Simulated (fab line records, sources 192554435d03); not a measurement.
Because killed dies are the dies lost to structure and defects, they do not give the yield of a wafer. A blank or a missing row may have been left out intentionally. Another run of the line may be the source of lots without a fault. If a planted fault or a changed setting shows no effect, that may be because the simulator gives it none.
Which tool is to blame? / flow n5 finfet / Sampling: 22 lots, 66 wafers, 3 of 1938 route steps

## WHAT THE GAUGES READ, wafer by wafer
N5_BEOL_M12_RS_MEAS_54: measurement is done with a four-point probe.
lot=L074; measured=day 11 13:37; on=film metro-02; M12_RS (ohm/sq)=0.0591 0.0606 0.0593
lot=L075; measured=day 11 19:40; on=film metro-02; M12_RS (ohm/sq)=0.0607 0.0616 0.0604
lot=L076; measured=day 12 03:51; on=film metro-02; M12_RS (ohm/sq)=0.0596 0.0617 0.0595
lot=L077; measured=day 13 00:41; on=film metro-01; M12_RS (ohm/sq)=0.0612 0.0587 0.0594
lot=L078; measured=day 13 06:22; on=film metro-01; M12_RS (ohm/sq)=0.0599 0.0608 0.0617
lot=L082; measured=day 13 20:34; on=film metro-01; M12_RS (ohm/sq)=0.0605 0.0608 0.0600
lot=L081; measured=day 14 04:48; on=film metro-02; M12_RS (ohm/sq)=0.0600 0.0599 0.0600
lot=L084; measured=day 14 10:06; on=film metro-02; M12_RS (ohm/sq)=0.0594 0.0613 0.0613
lot=L086; measured=day 14 14:59; on=film metro-02; M12_RS (ohm/sq)=0.0599 0.0588 0.0615
lot=L085; measured=day 15 06:25; on=film metro-02; M12_RS (ohm/sq)=0.0603 0.0601 0.0616
lot=L083; measured=day 15 07:00; on=film metro-02; M12_RS (ohm/sq)=0.0605 0.0590 0.0608
lot=L088; measured=day 15 11:24; on=film metro-02; M12_RS (ohm/sq)=0.0622 0.0619 0.0614
lot=L087; measured=day 15 20:18; on=film metro-02; M12_RS (ohm/sq)=0.0604 0.0602 0.0614
lot=L089; measured=day 15 20:08; on=film metro-01; M12_RS (ohm/sq)=0.0595 0.0599 0.0593
lot=L090; measured=day 15 20:25; on=film metro-02; M12_RS (ohm/sq)=0.0621 0.0602 0.0600
lot=L091; measured=day 16 14:52; on=film metro-01; M12_RS (ohm/sq)=0.0597 0.0592 0.0599
lot=L093; measured=day 17 00:22; on=film metro-01; M12_RS (ohm/sq)=0.0617 0.0614 0.0594
lot=L094; measured=day 17 01:13; on=film metro-01; M12_RS (ohm/sq)=0.0606 0.0613 0.0600
lot=L092; measured=day 17 02:31; on=film metro-02; M12_RS (ohm/sq)=0.0596 0.0608 0.0592
lot=L095; measured=day 17 04:46; on=film metro-01; M12_RS (ohm/sq)=0.0589 0.0600 0.0586
lot=L096; measured=day 17 20:24; on=film metro-01; M12_RS (ohm/sq)=0.0597 0.0602 0.0599
lot=L097; measured=day 18 08:47; on=film metro-01; M12_RS (ohm/sq)=0.0585 0.0591 0.0590

## EACH LOT AND THE TOOL THAT RAN IT (in order: tool; ch and the chambers of the sampled wafers; start)
lot=L074; N5_BEOL_M11_VIA_ETCH_34=rie diel-06 ch 1,2,3, day 11 00:32; N5_BEOL_M12_SPUTTER_43=pvd sputter-02, day 11 12:28
lot=L075; N5_BEOL_M11_VIA_ETCH_34=rie diel-01 ch 0,3, day 11 11:27; N5_BEOL_M12_SPUTTER_43=pvd sputter-01, day 11 18:25
lot=L076; N5_BEOL_M11_VIA_ETCH_34=rie diel-03 ch 0,1,2, day 11 17:50; N5_BEOL_M12_SPUTTER_43=pvd sputter-02, day 12 02:43
lot=L077; N5_BEOL_M11_VIA_ETCH_34=rie diel-06 ch 0,3, day 12 10:11; N5_BEOL_M12_SPUTTER_43=pvd sputter-02, day 12 23:33
lot=L078; N5_BEOL_M11_VIA_ETCH_34=rie diel-03 ch 1,2, day 12 22:45; N5_BEOL_M12_SPUTTER_43=pvd sputter-02, day 13 05:11
lot=L082; N5_BEOL_M11_VIA_ETCH_34=rie diel-06 ch 0,2, day 13 11:50; N5_BEOL_M12_SPUTTER_43=pvd sputter-03, day 13 19:26
lot=L081; N5_BEOL_M11_VIA_ETCH_34=rie diel-06 ch 0,2, day 13 19:14; N5_BEOL_M12_SPUTTER_43=pvd sputter-01, day 14 02:48
lot=L084; N5_BEOL_M11_VIA_ETCH_34=rie diel-01 ch 0,3, day 14 00:56; N5_BEOL_M12_SPUTTER_43=pvd sputter-01, day 14 08:24
lot=L086; N5_BEOL_M11_VIA_ETCH_34=rie diel-03 ch 0,2,3, day 14 06:10; N5_BEOL_M12_SPUTTER_43=pvd sputter-02, day 14 13:50
lot=L085; N5_BEOL_M11_VIA_ETCH_34=rie diel-01 ch 0,2, day 14 19:12; N5_BEOL_M12_SPUTTER_43=pvd sputter-02, day 15 04:06
lot=L083; N5_BEOL_M11_VIA_ETCH_34=rie diel-01 ch 0,2, day 14 22:16; N5_BEOL_M12_SPUTTER_43=pvd sputter-03, day 15 04:23
lot=L088; N5_BEOL_M11_VIA_ETCH_34=rie diel-06 ch 0,1, day 15 02:24; N5_BEOL_M12_SPUTTER_43=pvd sputter-02, day 15 09:28
lot=L087; N5_BEOL_M11_VIA_ETCH_34=rie diel-06 ch 0,1,3, day 15 07:04; N5_BEOL_M12_SPUTTER_43=pvd sputter-01, day 15 18:53
lot=L089; N5_BEOL_M11_VIA_ETCH_34=rie diel-01 ch 0,3, day 15 07:19; N5_BEOL_M12_SPUTTER_43=pvd sputter-02, day 15 19:00
lot=L090; N5_BEOL_M11_VIA_ETCH_34=rie diel-06 ch 0,1,3, day 15 09:11; N5_BEOL_M12_SPUTTER_43=pvd sputter-03, day 15 19:03
lot=L091; N5_BEOL_M11_VIA_ETCH_34=rie diel-06 ch 0,1,2, day 16 05:29; N5_BEOL_M12_SPUTTER_43=pvd sputter-03, day 16 13:44
lot=L093; N5_BEOL_M11_VIA_ETCH_34=rie diel-06 ch 1,2,3, day 16 12:33; N5_BEOL_M12_SPUTTER_43=pvd sputter-01, day 16 23:11
lot=L094; N5_BEOL_M11_VIA_ETCH_34=rie diel-01 ch 0,1,3, day 16 12:52; N5_BEOL_M12_SPUTTER_43=pvd sputter-02, day 16 23:48
lot=L092; N5_BEOL_M11_VIA_ETCH_34=rie diel-06 ch 2,3, day 16 13:01; N5_BEOL_M12_SPUTTER_43=pvd sputter-03, day 17 01:21
lot=L095; N5_BEOL_M11_VIA_ETCH_34=rie diel-06 ch 0,1, day 16 16:46; N5_BEOL_M12_SPUTTER_43=pvd sputter-03, day 17 02:41
lot=L096; N5_BEOL_M11_VIA_ETCH_34=rie diel-01 ch 0,1,3, day 17 11:23; N5_BEOL_M12_SPUTTER_43=pvd sputter-02, day 17 19:16
lot=L097; N5_BEOL_M11_VIA_ETCH_34=rie diel-03 ch 2,3, day 17 20:37; N5_BEOL_M12_SPUTTER_43=pvd sputter-02, day 18 07:39
- N5_BEOL_M11_VIA_ETCH_34: etches SiCOH lowk in C4F6/O2, target depth 184.5 nm, time 69.2 s.
- N5_BEOL_M12_SPUTTER_43: material TaN, target thk 15 nm, time 24.19 s.

## AS READ BY THE TOOLS THEMSELVES (means over the sampled wafers that have a number; for cases with no such wafer, the mark the record gives instead)
N5_BEOL_M11_VIA_ETCH_34.
lot=L074; tool=rie diel-06; drypump motor current A (A)=5.7; oes product au (a.u.)=0.79; rf vpp V (V)=669; showerhead plenum p Torr (Torr)=2.85; throttle valve pct (%)=20.71
lot=L075; tool=rie diel-01; drypump motor current A (A)=5.5; oes product au (a.u.)=0.77; rf vpp V (V)=665; showerhead plenum p Torr (Torr)=2.79; throttle valve pct (%)=20.83
lot=L076; tool=rie diel-03; drypump motor current A (A)=5.4; oes product au (a.u.)=0.73; rf vpp V (V)=661; showerhead plenum p Torr (Torr)=2.76; throttle valve pct (%)=21.00
lot=L077; tool=rie diel-06; drypump motor current A (A)=5.2; oes product au (a.u.)=0.75; rf vpp V (V)=669; showerhead plenum p Torr (Torr)=2.75; throttle valve pct (%)=20.80
lot=L078; tool=rie diel-03; drypump motor current A (A)=5.3; oes product au (a.u.)=0.73; rf vpp V (V)=667; showerhead plenum p Torr (Torr)=2.77; throttle valve pct (%)=21.24
lot=L082; tool=rie diel-06; drypump motor current A (A)=5.8; oes product au (a.u.)=0.80; rf vpp V (V)=673; showerhead plenum p Torr (Torr)=2.93; throttle valve pct (%)=20.60
lot=L081; tool=rie diel-06; drypump motor current A (A)=5.8; oes product au (a.u.)=0.78; rf vpp V (V)=674; showerhead plenum p Torr (Torr)=2.93; throttle valve pct (%)=20.61
lot=L084; tool=rie diel-01; drypump motor current A (A)=5.5; oes product au (a.u.)=0.75; rf vpp V (V)=665; showerhead plenum p Torr (Torr)=2.78; throttle valve pct (%)=20.86
lot=L086; tool=rie diel-03; drypump motor current A (A)=5.5; oes product au (a.u.)=0.78; rf vpp V (V)=662; showerhead plenum p Torr (Torr)=2.81; throttle valve pct (%)=21.05
lot=L085; tool=rie diel-01; drypump motor current A (A)=5.3; oes product au (a.u.)=0.85; rf vpp V (V)=672; showerhead plenum p Torr (Torr)=2.84; throttle valve pct (%)=21.00
lot=L083; tool=rie diel-01; drypump motor current A (A)=5.3; oes product au (a.u.)=0.85; rf vpp V (V)=673; showerhead plenum p Torr (Torr)=2.84; throttle valve pct (%)=21.00
lot=L088; tool=rie diel-06; drypump motor current A (A)=5.8; oes product au (a.u.)=0.83; rf vpp V (V)=668; showerhead plenum p Torr (Torr)=2.88; throttle valve pct (%)=20.67
lot=L087; tool=rie diel-06; drypump motor current A (A)=5.5; oes product au (a.u.)=0.87; rf vpp V (V)=668; showerhead plenum p Torr (Torr)=2.92; throttle valve pct (%)=20.63
lot=L089; tool=rie diel-01; drypump motor current A (A)=5.5; oes product au (a.u.)=0.74; rf vpp V (V)=665; showerhead plenum p Torr (Torr)=2.78; throttle valve pct (%)=20.87
lot=L090; tool=rie diel-06; drypump motor current A (A)=5.5; oes product au (a.u.)=0.87; rf vpp V (V)=668; showerhead plenum p Torr (Torr)=2.92; throttle valve pct (%)=20.63
lot=L091; tool=rie diel-06; drypump motor current A (A)=5.8; oes product au (a.u.)=0.79; rf vpp V (V)=670; showerhead plenum p Torr (Torr)=2.90; throttle valve pct (%)=20.66
lot=L093; tool=rie diel-06; drypump motor current A (A)=5.7; oes product au (a.u.)=0.83; rf vpp V (V)=668; showerhead plenum p Torr (Torr)=2.95; throttle valve pct (%)=20.63
lot=L094; tool=rie diel-01; drypump motor current A (A)=5.5; oes product au (a.u.)=0.81; rf vpp V (V)=666; showerhead plenum p Torr (Torr)=2.83; throttle valve pct (%)=20.83
lot=L092; tool=rie diel-06; drypump motor current A (A)=5.4; oes product au (a.u.)=0.87; rf vpp V (V)=668; showerhead plenum p Torr (Torr)=3.00; throttle valve pct (%)=20.59
lot=L095; tool=rie diel-06; drypump motor current A (A)=5.7; oes product au (a.u.)=0.81; rf vpp V (V)=671; showerhead plenum p Torr (Torr)=2.87; throttle valve pct (%)=20.68
lot=L096; tool=rie diel-01; drypump motor current A (A)=5.5; oes product au (a.u.)=0.80; rf vpp V (V)=666; showerhead plenum p Torr (Torr)=2.83; throttle valve pct (%)=20.84
lot=L097; tool=rie diel-03; drypump motor current A (A)=5.4; oes product au (a.u.)=0.76; rf vpp V (V)=669; showerhead plenum p Torr (Torr)=2.81; throttle valve pct (%)=21.33

N5_BEOL_M12_SPUTTER_43.
lot=L074; tool=pvd sputter-02; substrate temp c (C)=49.94; throttle valve pct (%)=30.8
lot=L075; tool=pvd sputter-01; substrate temp c (C)=50.00; throttle valve pct (%)=28.3
lot=L076; tool=pvd sputter-02; substrate temp c (C)=50.05; throttle valve pct (%)=30.7
lot=L077; tool=pvd sputter-02; substrate temp c (C)=49.98; throttle valve pct (%)=30.7
lot=L078; tool=pvd sputter-02; substrate temp c (C)=50.03; throttle valve pct (%)=29.8
lot=L082; tool=pvd sputter-03; substrate temp c (C)=49.94; throttle valve pct (%)=30.3
lot=L081; tool=pvd sputter-01; substrate temp c (C)=49.99; throttle valve pct (%)=29.5
lot=L084; tool=pvd sputter-01; substrate temp c (C)=50.12; throttle valve pct (%)=30.1
lot=L086; tool=pvd sputter-02; substrate temp c (C)=49.94; throttle valve pct (%)=29.9
lot=L085; tool=pvd sputter-02; substrate temp c (C)=50.04; throttle valve pct (%)=29.8
lot=L083; tool=pvd sputter-03; substrate temp c (C)=49.97; throttle valve pct (%)=30.7
lot=L088; tool=pvd sputter-02; substrate temp c (C)=50.12; throttle valve pct (%)=31.4
lot=L087; tool=pvd sputter-01; substrate temp c (C)=49.87; throttle valve pct (%)=29.2
lot=L089; tool=pvd sputter-02; substrate temp c (C)=50.05; throttle valve pct (%)=30.1
lot=L090; tool=pvd sputter-03; substrate temp c (C)=49.98; throttle valve pct (%)=30.5
lot=L091; tool=pvd sputter-03; substrate temp c (C)=49.91; throttle valve pct (%)=30.3
lot=L093; tool=pvd sputter-01; substrate temp c (C)=50.00; throttle valve pct (%)=28.1
lot=L094; tool=pvd sputter-02; substrate temp c (C)=50.00; throttle valve pct (%)=29.8
lot=L092; tool=pvd sputter-03; substrate temp c (C)=49.98; throttle valve pct (%)=30.7
lot=L095; tool=pvd sputter-03; substrate temp c (C)=50.00; throttle valve pct (%)=30.7
lot=L096; tool=pvd sputter-02; substrate temp c (C)=49.98; throttle valve pct (%)=30.7
lot=L097; tool=pvd sputter-02; substrate temp c (C)=49.95; throttle valve pct (%)=30.7

## THE ANSWER, worked out from the rows above alone
Rule: usual is defined by the lots themselves. The widest of any qualifying gaps counts: lots, ordered by their means at a reading, are off when they make up no more than a third of the lots, leave a main group of 4 or more, and stand apart from it by 3 or more times the standard deviation of that group's means. The tables above print the reading to a certain number of digits; a main group whose means all agree to those digits is not used. A lot without any number at a reading at which 4 lots or more have one is off too. Any other lot the step has rows for is counted as sound. Order of review: gauges by route order, followed by the tools' own readings, for which a lot's mean as printed above is used. At the first step where some lot is off, the reading lying furthest off is the one used; lots without a number count as furthest.
Across all readings shown, no lot is off: no conclusion can be drawn from this.

## WHAT THE SIMULATOR PUT IN
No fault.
